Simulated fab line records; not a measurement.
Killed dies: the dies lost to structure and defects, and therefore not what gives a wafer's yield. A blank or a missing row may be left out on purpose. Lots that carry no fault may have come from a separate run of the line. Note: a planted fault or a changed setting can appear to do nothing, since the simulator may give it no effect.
fab line records	flow nand-harc
record: lots: 12	wafers: 35	last-day: 24
route steps=1159 shown A_SLIT@790 A_WL_FILL@814 END@1159
lots untouched by any fault: they come from a run of this same line in which no faults occurred
start-h: hours from the record's opening day to when the first of the lot's shown wafers began	wait-h: how many hours have passed since the lot's step before this one	" repeats the value in the row above	L1.1+2: a row that stands for several wafers	- no value, or no start given	* or withheld: withheld	< > ~ a bound
route shown NAME@n: NAME is a module with steps in the file, n the number in the route of the first one	usual: average and standard deviation across the fault-free wafers	same: alike in all rows	chamber/n: place in a boat	sites: per-site readings	_std_site: how widely they spread, as a standard deviation	_edge_site: inner sites' mean taken away from outer sites' mean	radius-mm: how far each site lies from the wafer's centre	mask NAME#n: copy n	behind: tool/chamber where the wafer was last shaped	hold: reason for holding the lot/hours on hold/outcome of the hold	device: the n, p or np transistor that did not switch	end of line: the same wafers' tests at the end of the route	for a step that has no rows: nothing shown but its recipe	killed: not the wafer's yield, but the dies lost to structure and defects at the first sort	map: a wafer's dies, x killed, . not, _ none there
set.NAME: the setting as run; set.NAME@STEP: as run at that earlier step	model.NAME: the simulator's own value behind a step, which no gauge read
route steps across a sampled set of lots; one table per step, one row per wafer
services: when a tool's chamber went out of use (start-h, in hours from the record's first day, below 0 if earlier), for how many hours, and the reason
== steps ==
step: NHARC_A_SLIT_CD_MEAS_09
recipe: target-cd-nm: 300	landing-energy-ev: 500
usual: cd-nm: 300.1/0.47
lot.wafer	tool	chamber	start-h	wait-h	cd-nm
L166.4	cd-sem-02	0	326.03	-	301.0
L166.5	"	0	"	"	300.0
L166.6	"	0	"	"	300.4
L170.2	cd-sem-02	0	330.98	-	300.5
L170.5	"	0	"	"	300.5
L170.6	"	0	"	"	300.2
L167.3	cd-sem-02	0	331.91	-	300.0
L167.5	"	0	"	"	300.4
L167.6	"	0	"	"	300.2
L172.1	cd-sem-01	0	358.61	-	299.7
L172.2	"	0	"	"	299.4
L172.3	"	0	"	"	299.7
L174.1	cd-sem-02	0	371.04	-	299.9
L174.4	"	0	"	"	299.9
L174.5	"	0	"	"	300.2
L176.1	cd-sem-01	0	383.25	-	299.8
L176.5	"	0	"	"	300.3
L180.4	cd-sem-03	0	405.28	-	300.8
L180.5	"	0	"	"	300.0
L180.6	"	0	"	"	300.5
L179.4	cd-sem-01	0	414.89	-	300.0
L179.5	"	0	"	"	299.8
L179.6	"	0	"	"	300.0
L185.1	cd-sem-02	0	429.99	-	299.0
L185.2	"	0	"	"	299.5
L185.3	"	0	"	"	299.6
L187.2	cd-sem-03	0	430.04	-	300.1
L187.4	"	0	"	"	300.3
L187.6	"	0	"	"	300.3
L184.2	cd-sem-01	0	431.97	-	299.2
L184.3	"	0	"	"	299.2
L184.6	"	0	"	"	299.2
L186.1	cd-sem-03	0	442.87	-	300.3
L186.4	"	0	"	"	299.9
L186.6	"	0	"	"	300.4
step: NHARC_A_SLIT_ETCH_29
recipe: target-depth-a: 1000	overetch-a: 100	time-s: 55	ion-energy-ev: 100	cf4-flow-sccm: 80	o2-flow-sccm: 20	ar-flow-sccm: 0	rf-w: 300	bias-w: 100	chemistry: CF4/O2
usual: drypump-motor-current-A: 5.9/0.38	oes-product-au: 0.998/0.0063	rf-fwd-power-W: 296.9/1.3	rf-vpp-V: 197.5/1.4	showerhead-plenum-p-Torr: 1.32/0.049	throttle-valve-pct: 13.396/0.01
lot.wafer	tool	chamber	start-h	wait-h	drypump-motor-current-A	oes-product-au	rf-fwd-power-W	rf-hours-counter-h	rf-vpp-V	showerhead-plenum-p-Torr	throttle-valve-pct
L166.4	rie-diel-08	3	329.11	0.1	5.6	1.002	295.2	1	197.9	1.33	13.392
L166.6	"	0	"	"	5.6	1.001	296.8	-	198.3	1.36	13.394
L166.5	"	1	"	"	5.3	0.994	298.2	-	195.8	1.27	13.383
L170.2	rie-diel-08	3	334.04	0.1	5.6	0.995	294.9	2	196.9	1.33	13.393
L170.6	"	2	"	"	6.0	1.004	299.1	-	200.0	1.35	13.401
L170.5	"	3	"	"	5.5	0.998	295.0	-	197.9	1.33	13.391
L167.3	rie-diel-13	0	334.97	0.1	5.9	0.998	295.0	3	200.7	1.43	13.426
L167.5	"	1	"	"	6.0	1.005	297.2	-	198.2	1.32	13.395
L167.6	"	2	"	"	6.5	1.005	296.3	-	199.2	1.34	13.402
L172.3	rie-diel-08	3	361.65	0.1	5.5	0.993	295.5	4	197.7	1.33	13.405
L172.1	"	1	"	"	5.3	0.997	299.3	3	194.2	1.27	13.385
L172.2	"	2	"	"	6.0	1.004	298.8	3	199.1	1.35	13.405
L174.1	rie-diel-08	1	374.08	0.1	5.3	0.996	296.8	4	197.6	1.27	13.400
L174.4	"	0	"	"	5.6	0.995	296.4	4	198.7	1.36	13.387
L174.5	"	2	"	"	6.0	0.994	297.6	-	196.9	1.35	13.403
L176.1	rie-diel-13	3	387.54	0.1	5.9	0.999	295.4	6	195.5	1.26	13.417
L176.5	"	0	"	"	5.9	1.003	296.2	-	199.6	1.43	13.391
L180.4	rie-diel-08	2	412.18	0.1	6.0	1.003	299.3	6	198.7	1.35	13.403
L180.6	"	1	"	"	5.3	1.000	298.0	-	197.5	1.27	13.409
L180.5	"	2	"	"	6.0	0.991	298.0	-	198.8	1.35	13.378
L179.4	rie-diel-08	1	417.94	0.1	5.3	0.991	295.8	6	196.3	1.26	13.395
L179.6	"	1	"	"	5.3	0.992	297.8	-	195.7	1.27	13.405
L179.5	"	2	"	"	6.0	1.007	297.5	-	197.9	1.35	13.391
L185.3	rie-diel-12	1	433.09	0.1	5.5	0.994	297.2	3	197.5	1.27	13.375
L185.1	"	2	"	"	6.5	1.009	296.3	3	198.4	1.33	13.397
L185.2	"	3	"	"	6.1	0.996	296.8	4	194.4	1.25	13.386
L187.2	rie-diel-13	2	434.71	0.1	6.6	1.003	296.4	11	197.4	1.33	13.383
L187.4	"	0	"	"	5.9	0.993	297.9	10	199.4	1.43	13.400
L187.6	"	2	"	"	6.5	1.005	296.3	-	197.9	1.34	13.416
L184.2	rie-diel-13	0	436.38	0.1	5.9	0.996	296.6	10	199.6	1.43	13.407
L184.3	"	1	"	"	6.0	0.998	296.5	9	197.1	1.32	13.381
L184.6	"	0	"	"	5.9	1.008	295.4	-	199.1	1.43	13.386
L186.4	rie-diel-13	3	447.15	0.1	5.9	0.997	296.8	10	195.4	1.26	13.401
L186.1	"	0	"	"	5.9	0.998	296.7	10	199.9	1.43	13.393
L186.6	"	2	"	"	6.5	0.997	295.5	-	197.7	1.33	13.394
step: NHARC_A_SLIT_STRIP_18
recipe: o2-flow-sccm: 500	ar-flow-sccm: 0	bias-w: 0	chemistry: O2
usual: drypump-motor-current-A: 5.9/0.36	oes-product-au: 0.998/0.0072	rf-vpp-V: 57.8/0.9	showerhead-plenum-p-Torr: 3.49/0.12	throttle-valve-pct: 17.036/0.01
lot.wafer	tool	chamber	start-h	wait-h	drypump-motor-current-A	oes-product-au	rf-hours-counter-h	rf-vpp-V	showerhead-plenum-p-Torr	throttle-valve-pct
L166.4	rie-diel-08	2	-	-	6.0	0.996	1	59.4	3.57	17.026
L166.6	"	3	"	"	5.6	0.999	-	57.5	3.52	17.031
L166.5	"	0	"	"	5.6	0.993	-	57.5	3.59	17.054
L170.2	rie-diel-08	3	-	-	5.6	0.989	2	58.8	3.52	17.045
L170.6	"	2	"	"	6.0	0.992	-	57.2	3.57	17.024
L170.5	"	3	"	"	5.6	0.996	-	58.7	3.52	17.037
L167.3	rie-diel-13	2	-	-	6.6	1.010	4	58.1	3.53	17.034
L167.5	"	3	"	"	5.9	1.006	-	56.2	3.33	17.038
L167.6	"	0	"	"	5.9	1.012	-	57.1	3.76	17.021
L172.1	rie-diel-08	3	-	-	5.6	0.996	4	57.2	3.52	17.020
L172.2	"	1	"	"	5.3	0.996	3	57.8	3.35	17.027
L172.3	"	2	"	"	6.0	0.995	3	58.5	3.57	17.013
L174.1	rie-diel-08	0	-	-	5.6	1.003	4	56.9	3.59	17.039
L174.4	"	1	"	"	5.3	1.012	4	57.8	3.35	17.034
L174.5	"	3	"	"	5.5	0.989	-	58.0	3.52	17.023
L176.1	rie-diel-13	1	-	-	6.0	0.993	7	57.9	3.48	17.040
L176.5	"	3	"	"	5.9	0.990	-	57.0	3.33	17.040
L180.4	rie-diel-08	0	-	-	5.7	0.999	7	57.0	3.58	17.030
L180.5	"	2	"	"	6.0	1.001	-	57.7	3.56	17.038
L180.6	"	3	"	"	5.6	1.000	-	57.0	3.52	17.054
L179.4	rie-diel-08	3	-	-	5.6	0.998	8	57.5	3.52	17.045
L179.5	"	0	"	"	5.6	1.007	-	58.7	3.58	17.036
L179.6	"	1	"	"	5.3	1.005	-	58.0	3.35	17.035
L185.2	rie-diel-12	0	-	-	6.1	0.986	3	57.5	3.49	17.046
L185.1	"	2	"	"	6.5	0.999	3	58.2	3.53	17.034
L185.3	"	3	"	"	6.2	0.992	4	57.1	3.31	17.031
L187.4	rie-diel-13	0	-	-	5.9	1.007	10	59.6	3.76	17.046
L187.2	"	1	"	"	6.0	1.000	9	57.7	3.48	17.041
L187.6	"	2	"	"	6.6	1.013	-	58.3	3.53	17.031
L184.2	rie-diel-13	2	-	-	6.6	1.003	11	56.6	3.53	17.035
L184.3	"	3	"	"	5.9	0.999	9	58.1	3.33	17.051
L184.6	"	3	"	"	5.9	0.993	-	56.8	3.33	17.033
L186.1	rie-diel-13	1	-	-	6.0	0.993	10	58.1	3.48	17.039
L186.4	"	3	"	"	5.9	0.988	10	58.1	3.33	17.043
L186.6	"	0	"	"	6.0	0.997	-	57.8	3.76	17.017
step: NHARC_A_WL_FILL_ETCHBACK_04
recipe: target-depth-a: 600	time-s: 120	chemistry: NF3
usual: drypump-motor-current-A: 5.8/0.48	he-backside-leak-sccm: 3.33/0.21	oes-product-au: 1.002/0.007	run-length-s: 141.4/0.37
lot.wafer	tool	chamber	start-h	wait-h	drypump-motor-current-A	he-backside-leak-sccm	oes-product-au	rf-hours-counter-h	run-length-s
L166.4	rie-metal-03	1	345.20	1.5	6.8	3.30	0.989	-	142.0
L166.6	"	1	"	"	6.8	3.25	0.997	-	141.7
L166.5	"	0	"	"	6.1	2.96	1.012	-	140.9
L170.2	rie-metal-02	0	349.23	2.8	5.5	3.27	0.994	3.4	141.3
L170.6	"	1	"	"	5.4	3.59	0.999	-	141.6
L170.5	"	0	"	"	5.5	3.23	1.012	-	141.0
L167.3	rie-metal-01	0	349.68	2.0	5.7	3.47	1.004	-	141.5
L167.5	"	0	"	"	5.7	3.45	1.004	-	141.2
L167.6	"	1	"	"	5.9	3.67	0.990	-	141.0
L172.1	rie-metal-03	0	386.77	2.4	6.1	3.09	1.006	2.7	165.6
L172.2	"	1	"	"	6.8	3.22	0.995	2.7	165.9
L172.3	"	0	"	"	6.1	3.07	1.001	-	141.3
L174.1	rie-metal-03	0	394.75	2.4	6.0	3.11	1.010	3.1	165.1
L174.4	"	0	"	"	6.0	2.95	1.013	-	141.2
L174.5	"	1	"	"	6.7	3.27	1.007	-	142.4
L176.1	rie-metal-03	0	405.20	2.9	6.0	2.86	1.004	3.4	165.5
L176.5	"	1	"	"	6.8	3.35	0.997	-	142.1
L180.4	rie-metal-02	1	427.40	2.0	5.4	3.41	0.995	-	141.7
L180.5	"	1	"	"	5.4	3.60	0.991	-	142.0
L180.6	"	0	"	"	5.5	3.17	0.993	-	141.0
L179.4	rie-metal-01	1	430.61	1.6	5.9	3.38	1.001	-	141.5
L179.5	"	0	"	"	5.7	3.45	1.016	-	141.7
L179.6	"	1	"	"	5.9	3.22	1.013	-	141.1
L185.2	rie-metal-02	0	445.56	2.8	5.5	3.18	1.007	1.1	141.0
L185.1	"	1	"	"	5.4	3.64	0.994	1.1	141.6
L185.3	"	1	"	"	5.4	3.59	1.003	-	141.7
L187.2	rie-metal-02	0	448.37	2.4	5.5	3.28	1.006	1.4	141.1
L187.4	"	0	"	"	5.5	3.18	1.006	-	141.1
L187.6	"	1	"	"	5.4	3.52	1.004	-	141.8
L184.2	rie-metal-02	0	459.16	2.4	5.5	3.16	0.994	1.8	141.3
L184.3	"	0	"	"	5.5	3.16	0.997	-	141.2
L184.6	"	1	"	"	5.4	3.63	0.999	-	141.7
L186.1	rie-metal-02	0	461.94	2.8	5.5	3.21	0.986	2.1	141.4
L186.4	"	1	"	"	5.4	3.52	0.997	-	141.9
L186.6	"	0	"	"	5.5	3.23	0.996	-	141.6
step: NHARC_END_SORT_01
recipe: temp-c: 25
usual: killed-at-array: 25/9.8	killed-at-other: 0.8/1.1	killed-at-periphery: 3.3/2.1	killed-dies: 29/10	killed-open: 3.3/1.8	killed-short: 1.9/1.4
same: gross-dies: 677
lot.wafer	tool	chamber	start-h	wait-h	killed-at-array	killed-at-other	killed-at-periphery	killed-dies	killed-open	killed-short
L170.2	prober-01	0	455.51	2.8	24	1	5	30	3	0
L170.5	prober-01	0	457.88	3.7	29	2	2	33	1	2
L170.6	prober-01	0	458.67	4.0	25	1	3	29	1	1
L166.4	prober-02	0	459.26	3.4	19	1	2	22	1	3
L166.5	prober-02	0	460.06	3.7	20	0	1	21	2	1
L166.6	prober-02	0	460.85	4.0	19	0	2	21	2	1
L167.3	prober-02	0	466.29	3.1	11	1	2	14	3	2
L167.5	prober-02	0	467.93	3.8	11	2	2	15	1	4
L167.6	prober-02	0	468.74	4.1	7	0	1	8	3	1
L172.1	prober-02	0	488.18	2.5	22	0	1	23	1	2
L172.2	prober-02	0	488.99	2.8	23	2	3	28	1	2
L172.3	prober-02	0	489.80	3.1	24	1	6	31	6	2
L176.1	prober-02	0	502.06	2.5	22	0	2	24	5	5
L176.5	prober-02	0	505.25	3.7	19	1	2	22	3	3
L174.1	prober-01	0	502.11	2.5	19	0	4	23	1	0
L174.4	prober-01	0	504.49	3.4	26	0	6	32	4	1
L174.5	prober-01	0	505.28	3.7	19	0	5	24	2	2
L180.4	prober-01	0	533.84	3.4	31	3	3	37	2	2
L180.5	prober-01	0	534.64	3.7	20	2	6	28	3	4
L180.6	prober-01	0	535.44	4.0	30	3	3	36	2	2
L179.4	prober-02	0	542.83	3.4	43	1	1	45	0	2
L179.5	prober-02	0	543.63	3.7	41	0	3	44	4	4
L179.6	prober-02	0	544.43	4.0	28	0	0	28	2	2
L185.1	prober-01	0	555.95	2.5	17	0	5	22	4	0
L185.2	prober-01	0	556.75	2.8	18	1	4	23	3	0
L185.3	prober-01	0	557.54	3.1	16	0	6	22	6	2
L187.2	prober-02	0	556.81	2.8	29	0	6	35	4	2
L187.4	prober-02	0	558.42	3.4	23	0	2	25	1	3
L187.6	prober-02	0	560.02	4.0	23	2	2	27	2	0
L184.2	prober-02	0	566.03	2.8	43	1	2	46	5	0
L184.3	prober-02	0	566.84	3.1	42	0	3	45	5	1
L184.6	prober-02	0	569.25	4.0	34	0	0	34	0	0
L186.1	prober-02	0	573.05	2.5	41	0	6	47	3	2
L186.4	prober-02	0	575.41	3.4	39	0	9	48	4	1
L186.6	prober-02	0	576.99	3.9	35	0	6	41	3	0
killed by level:class
L170.2 A_CHANNEL_HOLE_D1:chamber-film-flake=12 A_SLIT:chamber-film-flake=8 P_GATE:chamber-film-flake=3 P_STI:geometric-particle:open=1 A_SGD_CUT:geometric-particle:open=1 A_WL_FILL:geometric-particle:open=1 P_ZERO_WELL:chamber-film-flake=1 A_STAIRCASE:chamber-film-flake=1
L170.5 A_CHANNEL_HOLE_D1:chamber-film-flake=14 A_SLIT:chamber-film-flake=8 A_STAIRCASE:chamber-film-flake=2 A_WL_FILL:chamber-film-flake=2 THIN_TSV:chamber-film-flake=2 A_CHANNEL_FILL_D1:geometric-particle:short=1 A_CONTACT:geometric-particle:open=1 A_M0:geometric-particle:short=1
L170.6 A_SLIT:chamber-film-flake=12 A_CHANNEL_HOLE_D1:chamber-film-flake=7 A_STAIRCASE:chamber-film-flake=2 A_CONTACT:chamber-film-flake=2 P_CONTACT:geometric-particle:short=1 A_SOURCE_PLATE:geometric-particle:open=1 P_ZERO_WELL:chamber-film-flake=1 P_GATE:chamber-film-flake=1
L166.4 A_CHANNEL_HOLE_D1:chamber-film-flake=10 A_WL_FILL:chamber-film-flake=3 A_CHANNEL_FILL_D1:chamber-film-flake=2 P_STI:geometric-particle:short=1 P_M0:geometric-particle:open=1 A_CHANNEL_FILL_D1:geometric-particle:short=1 A_CONTACT:geometric-particle:short=1 A_STAIRCASE:chamber-film-flake=1
L166.5 A_CHANNEL_HOLE_D1:chamber-film-flake=12 A_WL_FILL:chamber-film-flake=3 A_CONTACT:chamber-film-flake=3 P_CONTACT:geometric-particle:open=1 A_CHANNEL_HOLE_D1:geometric-particle:open=1 A_SGD_CUT:geometric-particle:short=1
L166.6 A_CHANNEL_HOLE_D1:chamber-film-flake=8 A_CONTACT:chamber-film-flake=5 A_STAIRCASE:chamber-film-flake=3 P_M0:geometric-particle:open=1 A_WL_FILL:geometric-particle:short=1 A_CONTACT:geometric-particle:open=1 P_GATE:chamber-film-flake=1 A_WL_FILL:chamber-film-flake=1
L167.3 A_CHANNEL_HOLE_D1:chamber-film-flake=4 A_STAIRCASE:chamber-film-flake=3 P_CONTACT:geometric-particle:open=1 P_CONTACT:geometric-particle:short=1 A_ONON_D1:geometric-particle:short=1 A_CHANNEL_HOLE_D1:geometric-particle:open=1 A_CONTACT:geometric-particle:open=1 A_ZERO_WELL:chamber-film-flake=1
L167.5 A_WL_FILL:chamber-film-flake=3 A_CHANNEL_HOLE_D1:chamber-film-flake=2 A_STAIRCASE:chamber-film-flake=2 P_CONTACT:geometric-particle:short=1 P_M0:geometric-particle:short=1 A_ONON_D1:geometric-particle:short=1 A_BLC:geometric-particle:open=1 STARTING-WAFER:geometric-particle:short=1
L167.6 A_CHANNEL_HOLE_D1:chamber-film-flake=2 P_M1:geometric-particle:open=1 A_CONTACT:geometric-particle:open=1 A_BLC:geometric-particle:short=1 A_M0:geometric-particle:open=1 A_STAIRCASE:chamber-film-flake=1 A_SLIT:chamber-film-flake=1
L172.1 A_CHANNEL_HOLE_D1:chamber-film-flake=9 A_STAIRCASE:chamber-film-flake=6 A_CONTACT:chamber-film-flake=3 A_CHANNEL_FILL_D1:geometric-particle:open=1 A_SGD_CUT:geometric-particle:short=1 A_WL_FILL:geometric-particle:short=1 P_STI:chamber-film-flake=1 A_WL_FILL:chamber-film-flake=1
L172.2 A_CHANNEL_HOLE_D1:chamber-film-flake=14 A_STAIRCASE:chamber-film-flake=4 A_WL_FILL:chamber-film-flake=3 THIN_TSV:chamber-film-flake=2 P_STI:geometric-particle:short=1 P_GATE:geometric-particle:open=1 A_M0:geometric-particle:short=1 P_STI:chamber-film-flake=1
L172.3 A_CHANNEL_HOLE_D1:chamber-film-flake=10 A_STAIRCASE:chamber-film-flake=5 P_STI:chamber-film-flake=4 P_CONTACT:geometric-particle:open=2 A_SGD_CUT:geometric-particle:short=2 A_BLC:geometric-particle:open=2 A_CONTACT:chamber-film-flake=2 A_CONTACT:geometric-particle:open=1
L176.1 A_CHANNEL_HOLE_D1:chamber-film-flake=5 A_WL_FILL:geometric-particle:short=4 A_SGD_CUT:geometric-particle:open=2 P_CONTACT:chamber-film-flake=2 A_STAIRCASE:chamber-film-flake=2 A_SGD_CUT:chamber-film-flake=2 A_CONTACT:chamber-film-flake=2 A_ONON_D1:geometric-particle:open=1
L174.1 A_CONTACT:chamber-film-flake=6 A_CHANNEL_FILL_D1:chamber-film-flake=5 A_CHANNEL_HOLE_D1:chamber-film-flake=4 P_STI:chamber-film-flake=3 A_STAIRCASE:chamber-film-flake=3 A_CONTACT:geometric-particle:open=1 P_GATE:chamber-film-flake=1
L174.4 A_STAIRCASE:chamber-film-flake=8 A_CONTACT:chamber-film-flake=7 P_CONTACT:chamber-film-flake=4 A_CHANNEL_HOLE_D1:chamber-film-flake=3 A_ONON_D1:geometric-particle:open=2 P_GATE:chamber-film-flake=2 A_ZERO_WELL:chamber-film-flake=2 A_SOURCE_PLATE:geometric-particle:open=1
L176.5 A_CHANNEL_HOLE_D1:chamber-film-flake=9 A_SGD_CUT:chamber-film-flake=3 A_CHANNEL_FILL_D1:geometric-particle:short=2 P_M0:geometric-particle:open=1 A_WL_FILL:geometric-particle:open=1 A_CONTACT:geometric-particle:open=1 A_M0:geometric-particle:short=1 P_GATE:chamber-film-flake=1
L174.5 A_STAIRCASE:chamber-film-flake=5 A_CHANNEL_HOLE_D1:chamber-film-flake=4 P_CONTACT:chamber-film-flake=3 A_CONTACT:chamber-film-flake=3 P_STI:chamber-film-flake=2 A_CHANNEL_FILL_D1:chamber-film-flake=2 A_CHANNEL_FILL_D1:geometric-particle:short=1 A_CHANNEL_FILL_D1:geometric-particle:open=1
L180.4 A_CHANNEL_HOLE_D1:chamber-film-flake=16 A_CONTACT:chamber-film-flake=6 A_STAIRCASE:chamber-film-flake=3 THIN_TSV:chamber-film-flake=3 A_ONON_D1:geometric-particle:short=2 A_M0:chamber-film-flake=2 P_CONTACT:geometric-particle:open=1 A_WL_FILL:geometric-particle:open=1
L180.5 A_CHANNEL_HOLE_D1:chamber-film-flake=9 P_STI:chamber-film-flake=3 A_STAIRCASE:chamber-film-flake=3 A_CONTACT:chamber-film-flake=3 P_CONTACT:geometric-particle:short=2 THIN_TSV:chamber-film-flake=2 P_CONTACT:geometric-particle:open=1 A_ONON_D1:geometric-particle:short=1
L180.6 A_CHANNEL_HOLE_D1:chamber-film-flake=15 A_STAIRCASE:chamber-film-flake=6 A_CONTACT:chamber-film-flake=6 THIN_TSV:chamber-film-flake=3 A_ONON_D1:geometric-particle:open=2 P_CONTACT:geometric-particle:short=1 A_CONTACT:geometric-particle:short=1 P_STI:chamber-film-flake=1
L179.4 A_SLIT:chamber-film-flake=18 A_STAIRCASE:chamber-film-flake=13 A_CONTACT:chamber-film-flake=4 A_CHANNEL_HOLE_D1:chamber-film-flake=3 A_M1:chamber-film-flake=2 A_ONON_D1:geometric-particle:short=1 A_CHANNEL_FILL_D1:geometric-particle:short=1 P_GATE:chamber-film-flake=1
L179.5 A_SLIT:chamber-film-flake=12 A_STAIRCASE:chamber-film-flake=9 A_CONTACT:chamber-film-flake=6 A_CHANNEL_HOLE_D1:chamber-film-flake=5 A_M1:chamber-film-flake=2 P_STI:geometric-particle:short=1 P_CONTACT:geometric-particle:open=1 A_ONON_D1:geometric-particle:open=1
L179.6 A_SLIT:chamber-film-flake=7 A_CONTACT:chamber-film-flake=7 A_CHANNEL_HOLE_D1:chamber-film-flake=5 A_STAIRCASE:chamber-film-flake=5 A_ONON_D1:geometric-particle:short=1 A_CHANNEL_HOLE_D1:geometric-particle:short=1 A_CONTACT:geometric-particle:open=1 A_M0:geometric-particle:open=1
L185.1 A_STAIRCASE:chamber-film-flake=6 A_CHANNEL_HOLE_D1:chamber-film-flake=5 A_CONTACT:chamber-film-flake=4 P_GATE:geometric-particle:open=1 P_M0:geometric-particle:open=1 P_M2:geometric-particle:open=1 A_BLC:geometric-particle:open=1 P_STI:chamber-film-flake=1
L185.2 A_CHANNEL_HOLE_D1:chamber-film-flake=10 A_CONTACT:chamber-film-flake=5 P_STI:chamber-film-flake=3 A_STAIRCASE:chamber-film-flake=2 P_CONTACT:geometric-particle:open=1 A_BLC:geometric-particle:open=1 STARTING-WAFER:geometric-particle:open=1
L187.2 A_SLIT:chamber-film-flake=12 A_CHANNEL_HOLE_D1:chamber-film-flake=4 P_GATE:chamber-film-flake=3 A_CONTACT:chamber-film-flake=3 A_STAIRCASE:chamber-film-flake=2 A_WL_FILL:chamber-film-flake=2 P_STI:geometric-particle:open=1 P_M0:geometric-particle:open=1
L185.3 A_CHANNEL_HOLE_D1:chamber-film-flake=4 A_CONTACT:chamber-film-flake=4 A_CONTACT:geometric-particle:open=3 P_STI:chamber-film-flake=3 A_STAIRCASE:chamber-film-flake=2 P_GATE:geometric-particle:open=1 P_M2:geometric-particle:open=1 A_SGD_CUT:geometric-particle:short=1
L187.4 A_SLIT:chamber-film-flake=10 A_STAIRCASE:chamber-film-flake=3 A_CONTACT:chamber-film-flake=3 A_CHANNEL_HOLE_D1:geometric-particle:short=2 P_GATE:chamber-film-flake=2 A_CHANNEL_HOLE_D1:chamber-film-flake=2 A_CHANNEL_FILL_D1:geometric-particle:open=1 A_WL_FILL:geometric-particle:short=1
L187.6 A_SLIT:chamber-film-flake=17 A_CHANNEL_HOLE_D1:chamber-film-flake=2 THIN_TSV:chamber-film-flake=2 A_ONON_D1:geometric-particle:open=1 A_M1:geometric-particle:open=1 P_ZERO_WELL:chamber-film-flake=1 P_GATE:chamber-film-flake=1 A_WL_FILL:chamber-film-flake=1
L184.2 A_CHANNEL_HOLE_D1:chamber-film-flake=18 A_SLIT:chamber-film-flake=11 A_CONTACT:chamber-film-flake=5 A_STAIRCASE:chamber-film-flake=4 A_WL_FILL:geometric-particle:open=2 A_CONTACT:geometric-particle:open=2 P_M1:geometric-particle:open=1 P_STI:chamber-film-flake=1
L184.3 A_CHANNEL_HOLE_D1:chamber-film-flake=21 A_SLIT:chamber-film-flake=8 A_STAIRCASE:chamber-film-flake=6 A_WL_FILL:geometric-particle:open=2 A_BLC:chamber-film-flake=2 P_GATE:geometric-particle:open=1 P_M0:geometric-particle:open=1 A_CONTACT:geometric-particle:open=1
L184.6 A_CHANNEL_HOLE_D1:chamber-film-flake=17 A_SLIT:chamber-film-flake=7 A_CONTACT:chamber-film-flake=5 A_STAIRCASE:chamber-film-flake=2 A_BLC:chamber-film-flake=2 A_WL_FILL:chamber-film-flake=1
L186.1 A_CHANNEL_HOLE_D1:chamber-film-flake=19 A_SLIT:chamber-film-flake=11 P_M1:chamber-film-flake=4 A_CONTACT:chamber-film-flake=2 A_CHANNEL_FILL_D1:chamber-film-flake=2 P_GATE:geometric-particle:open=1 A_SOURCE_PLATE:geometric-particle:short=1 A_ONON_D1:geometric-particle:short=1
L186.4 A_SLIT:chamber-film-flake=20 A_CHANNEL_HOLE_D1:chamber-film-flake=11 P_M1:chamber-film-flake=5 P_GATE:chamber-film-flake=3 A_BLC:geometric-particle:open=2 A_CONTACT:geometric-particle:short=1 A_M0:geometric-particle:open=1 A_M1:geometric-particle:open=1
L186.6 A_CHANNEL_HOLE_D1:chamber-film-flake=18 A_SLIT:chamber-film-flake=9 P_M1:chamber-film-flake=4 P_GATE:chamber-film-flake=2 A_BLC:chamber-film-flake=2 A_ONON_D1:geometric-particle:open=1 A_WL_FILL:geometric-particle:open=1 A_M0:geometric-particle:open=1
== services ==
tool	chamber	start-h	hours	kind
rie-diel-08	0	310.80	-	clean
rie-diel-08	1	310.80	-	clean
rie-diel-08	2	310.80	-	clean
rie-diel-08	3	310.80	-	clean
rie-metal-01	-	332.00	9.0	pm
rie-diel-08	0	335.30	-	clean
rie-diel-08	1	335.30	-	clean
rie-diel-08	2	335.30	-	clean
rie-diel-08	3	335.30	-	clean
rie-diel-13	1	338.45	3.7	repair
rie-diel-08	0	359.80	-	clean
rie-diel-08	1	359.80	-	clean
rie-diel-08	2	359.80	-	clean
rie-diel-08	3	359.80	-	clean
rie-diel-12	-	379.80	9.0	pm
rie-metal-02	-	388.19	9.0	pm
rie-metal-01	-	391.45	1.5	repair
rie-diel-13	1	404.72	7.4	repair
rie-metal-03	-	414.47	0.5	repair
rie-diel-13	1	418.34	10.3	repair
rie-diel-13	3	420.37	8.8	repair
rie-metal-01	1	448.59	15.4	repair
rie-metal-03	-	453.00	9.0	pm
rie-diel-13	-	453.26	9.0	pm
== key ==
first-sign: step: NHARC_A_WL_FILL_ETCHBACK_04	reading: run-length-s	direction: up	sigmas: 66	usual: *	struck: *
effect none on later readings
met-at NHARC_A_WL_FILL_ETCHBACK_04
struck-lots L172,L174,L176
struck-wafers L172.1,L172.2,L174.1,L176.1
tester-left-out L172,L174,L176
not-acting-at NHARC_A_SLIT_CD_MEAS_09,NHARC_A_SLIT_ETCH_29,NHARC_A_SLIT_STRIP_18
onset-between 345.20 386.77
fault: kind: process-parameter-drift	tool: rie-metal-03	chamber: -	onset-h: 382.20	steps: NHARC_A_WL_FILL_ETCHBACK_04	channel: time-s	offset: *	shape: step	end-h: 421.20	scope: struck-wafers-only	acts-in: *	stated: *
tester-left-out: of these lots the tester's yield and bins aren't shown, on N5 and GAA mostly nor the transistor test; their killed dies are dies lost to structure and defects alone, not to doping, threshold or leakage, so they don't give the yield
